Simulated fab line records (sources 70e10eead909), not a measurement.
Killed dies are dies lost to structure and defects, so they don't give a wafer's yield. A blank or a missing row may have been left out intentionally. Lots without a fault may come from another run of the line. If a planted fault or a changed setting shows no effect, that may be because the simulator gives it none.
What tool caused it? | flow nandHarc | 11 lots, 33 wafers sampled, at 5 steps of a route of 1302

## WHAT EACH GAUGE READ, for each wafer
NHARC_END_SORT_01.
lot  | measured     | on        | killedAtArray | killedAtOther | killedAtPeriphery | killedDies | killedOpen | killedShort
L809 | day 23 05:56 | prober-02 | 41 58 56      | 0 0 0         | 3 6 5             | 44 64 61   | 2 7 4      | 5 1 3
L813 | day 26 10:28 | prober-01 | 78 59 63      | 0 2 2         | 5 2 1             | 83 63 66   | 1 2 3      | 3 4 1
L816 | day 27 01:59 | prober-02 | 57 43 57      | 0 2 2         | 5 5 4             | 62 50 63   | 5 4 4      | 1 4 0
L818 | day 28 00:50 | prober-02 | 439 61 50     | 1 0 0         | 4 3 1             | 444 64 51  | 1 4 1      | 3 4 3
L826 | day 31 01:58 | prober-01 | 53 44 45      | 1 0 2         | 1 1 4             | 55 45 51   | 3 2 2      | 2 5 3

## WHAT TOOL EACH LOT RAN ON (gives the tool, then ch and the chambers of the sampled wafers, and finally the start)
lot  | NHARC_A_CONTACT_ETCH_49                      | NHARC_A_CONTACT_ETCH_116           | NHARC_A_CONTACT_ETCH_119           | NHARC_A_CONTACT_ETCH_96
L809 | rieDiel-04 ch 1,2, day 20 15:26 or earlier   | harCapEtch-03 ch 0,1, day 20 15:26 | harCapEtch-03 ch 0,1, day 20 15:57 | rieDiel-01 ch 0,1,2, day 20 17:46
L810 | rieDiel-01 ch 1,3, day 21 18:22 or earlier   | harCapEtch-02 ch 0,1, day 21 18:22 | harCapEtch-02 ch 0,1, day 21 18:53 | rieDiel-07 ch 0,1,2, day 21 20:41
L812 | rieDiel-07 ch 0,2,3, day 22 07:44 or earlier | harCapEtch-02 ch 0,1, day 22 07:44 | harCapEtch-02 ch 0,1, day 22 08:14 | rieDiel-07 ch 0,1,2, day 22 10:09
L813 | rieDiel-07 ch 0,1,2, day 23 11:34 or earlier | harCapEtch-03 ch 0,1, day 23 11:34 | harCapEtch-03 ch 0,1, day 23 12:05 | rieDiel-04 ch 0,2, day 23 13:55
L814 | rieDiel-07 ch 2,3, day 23 15:50 or earlier   | harCapEtch-01 ch 0,1, day 23 15:50 | harCapEtch-01 ch 0,1, day 23 16:21 | rieDiel-07 ch 1,2,3, day 23 18:08
L816 | rieDiel-01 ch 0,1,2, day 24 04:25 or earlier | harCapEtch-02 ch 0,1, day 24 04:25 | harCapEtch-02 ch 0,1, day 24 04:55 | rieDiel-07 ch 0,2,3, day 24 06:40
L818 | rieDiel-07 ch 0,1,2, day 25 00:45 or earlier | harCapEtch-01 ch 0,1, day 25 00:45 | harCapEtch-01 ch 0,1, day 25 01:16 | rieDiel-07 ch 0,1,2, day 25 03:01
L826 | rieDiel-04 ch 1,2,3, day 28 07:29 or earlier | harCapEtch-02 ch 0,1, day 28 07:29 | harCapEtch-02 ch 0,1, day 28 08:00 | rieDiel-04 ch 0,2,3, day 28 09:47
L828 | rieDiel-04 ch 0,2,3, day 29 11:19 or earlier | harCapEtch-02 ch 0,1, day 29 11:19 | harCapEtch-02 ch 0,1, day 29 11:50 | rieDiel-07 ch 1,2, day 29 13:38
L829 | rieDiel-07 ch 0,2,3, day 29 12:06 or earlier | harCapEtch-03 ch 0, day 29 12:06   | harCapEtch-03 ch 0, day 29 12:37   | rieDiel-07 ch 1,2, day 29 14:23
L832 | rieDiel-01 ch 0,2, day 30 11:36              | harCapEtch-01 ch 0, day 30 15:10   | harCapEtch-01 ch 0, day 30 15:40   | rieDiel-07 ch 0,1, day 30 17:28
- NHARC_A_CONTACT_ETCH_49: etches the open film in N2/H2, target depth 260 nm, time 475.3 s.
- NHARC_A_CONTACT_ETCH_116: etches the open film in C4F8/O2/Ar, time 190 s, target depth 1850 nm.
- NHARC_A_CONTACT_ETCH_119: etches the open film in C4F8/O2/Ar, time 190 s, target depth 1850 nm.
- NHARC_A_CONTACT_ETCH_96: etches the open film in C4F6/O2, target depth 20 nm, time 10 s.

## AS READ BY THE TOOLS THEMSELVES (means over the sampled wafers that have a number; for cases with no such wafer, the mark the record gives instead)
NHARC_A_CONTACT_ETCH_49.
lot  | tool       | drypumpMotorCurrentA (A) | oesProductAu (a.u.) | rfVppV (V) | runLengthS (s) | showerheadPlenumPTorr (Torr) | throttleValvePct (%)
L809 | rieDiel-04 | 5.7                      | 0.999               | 431.5      | 497.3          | 2.08                         | 14.171
L810 | rieDiel-01 | 5.6                      | 1.002               | 427.0      | 497.0          | 1.91                         | 14.177
L812 | rieDiel-07 | 5.5                      | 1.008               | 429.4      | 496.8          | 2.01                         | 14.164
L813 | rieDiel-07 | 5.5                      | 0.996               | 430.0      | 496.3          | 1.99                         | 14.167
L814 | rieDiel-07 | 5.3                      | 1.004               | 430.2      | 496.5          | 2.04                         | 14.172
L816 | rieDiel-01 | 5.5                      | 0.994               | 427.5      | 496.9          | 1.95                         | 14.169
L818 | rieDiel-07 | 5.5                      | 0.999               | 430.0      | 496.8          | 1.98                         | 14.176
L826 | rieDiel-04 | 5.8                      | 1.001               | 432.4      | 497.1          | 2.10                         | 14.171
L828 | rieDiel-04 | 5.7                      | 0.997               | 430.3      | 496.9          | 2.07                         | 14.165
L829 | rieDiel-07 | 5.5                      | 1.003               | 429.6      | 496.4          | 2.00                         | 14.162
L832 | rieDiel-01 | 5.7                      | 1.000               | 432.9      | 496.9          | 2.15                         | 14.173

NHARC_A_CONTACT_ETCH_116.
lot  | tool          | oesAirLineAu (a.u.)
L809 | harCapEtch-03 | 0.985
L810 | harCapEtch-02 | 0.991
L812 | harCapEtch-02 | 0.989
L813 | harCapEtch-03 | 0.972
L814 | harCapEtch-01 | 0.996
L816 | harCapEtch-02 | 0.983
L818 | harCapEtch-01 | 1.012
L826 | harCapEtch-02 | 1.021
L828 | harCapEtch-02 | 0.992
L829 | harCapEtch-03 | 1.019
L832 | harCapEtch-01 | 0.993

NHARC_A_CONTACT_ETCH_119.
lot  | tool          | oesAirLineAu (a.u.)
L809 | harCapEtch-03 | 0.997
L810 | harCapEtch-02 | 0.994
L812 | harCapEtch-02 | 1.025
L813 | harCapEtch-03 | 0.975
L814 | harCapEtch-01 | 1.035
L816 | harCapEtch-02 | 1.022
L818 | harCapEtch-01 | 0.988
L826 | harCapEtch-02 | 1.021
L828 | harCapEtch-02 | 1.001
L829 | harCapEtch-03 | 1.021
L832 | harCapEtch-01 | 1.030

NHARC_A_CONTACT_ETCH_96.
lot  | tool       | drypumpMotorCurrentA (A) | oesProductAu (a.u.) | rfVppV (V) | runLengthS (s) | showerheadPlenumPTorr (Torr) | throttleValvePct (%)
L809 | rieDiel-01 | 5.5                      | 0.995               | 544.2      | 31.3           | 3.78                         | 26.900
L810 | rieDiel-07 | 5.5                      | 1.005               | 545.5      | 31.0           | 3.84                         | 26.896
L812 | rieDiel-07 | 5.5                      | 0.966               | 544.7      | 31.0           | 3.84                         | 26.906
L813 | rieDiel-04 | 5.4                      | 0.988               | 546.0      | 31.5           | 3.92                         | 26.899
L814 | rieDiel-07 | 5.4                      | 0.962               | 546.0      | 30.9           | 3.88                         | 26.908
L816 | rieDiel-07 | 5.5                      | 1.002               | 546.5      | 31.1           | 3.86                         | 26.905
L818 | rieDiel-07 | 5.5                      | 0.937               | 544.7      | 29.8           | 3.83                         | 26.907
L826 | rieDiel-04 | 5.7                      | 0.935               | 547.3      | 31.4           | 3.97                         | 26.902
L828 | rieDiel-07 | 5.4                      | 0.968               | 545.2      | 31.3           | 3.84                         | 26.892
L829 | rieDiel-07 | 5.4                      | 0.949               | 546.4      | 30.9           | 3.84                         | 26.899
L832 | rieDiel-07 | 5.7                      | 1.001               | 544.2      | 30.8           | 3.76                         | 26.897

## THE ANSWER, worked out from the rows above alone
Rule: the usual values come from the lots themselves. Put in order of their means at a reading, lots are off if they are a third of the lots or fewer, leave a main group of 4 or more, and stand apart from it by a gap of 3 or more times the standard deviation of the main group's means; of several such gaps the widest counts. Not used: any main group whose means are identical at the precision the tables above print for the reading. A lot without any number at a reading at which 4 lots or more have one is off too. The other lots that the step has rows for count as sound. The gauges are gone through in route order, then the tools' own readings, and for those a lot's mean is taken as printed above. The first step at which some lot is off is used, and at that step the reading that is off furthest; a lot without a number counts as furthest.
Off: L818, at NHARC_END_SORT_01 (killedAtArray). The main group has a mean of 54 with a standard deviation of 7.3. Neither off nor sound, because the step has no rows for them: L810, L812, L814, L828, L829, L832.
If a tool, at a process step before that reading, ran all the lots that are off and no sound lot after the first of them, it fits. Not tried: the gauges at NHARC_END_SORT_01; whatever is off there is also off at NHARC_A_CONTACT_ETCH_96, on other tools, and gauge error can't account for it. NHARC_A_CONTACT_ETCH_49 gives no start for some lots, so the hours and the order of its lots are those of NHARC_A_CONTACT_ETCH_116. 2 tools fit, rieDiel-07 at NHARC_A_CONTACT_ETCH_49 and NHARC_A_CONTACT_ETCH_96 and harCapEtch-01 at NHARC_A_CONTACT_ETCH_116 and NHARC_A_CONTACT_ETCH_119, so this cannot tell which one it is.

## WHAT WAS PUT IN BY THE SIMULATOR
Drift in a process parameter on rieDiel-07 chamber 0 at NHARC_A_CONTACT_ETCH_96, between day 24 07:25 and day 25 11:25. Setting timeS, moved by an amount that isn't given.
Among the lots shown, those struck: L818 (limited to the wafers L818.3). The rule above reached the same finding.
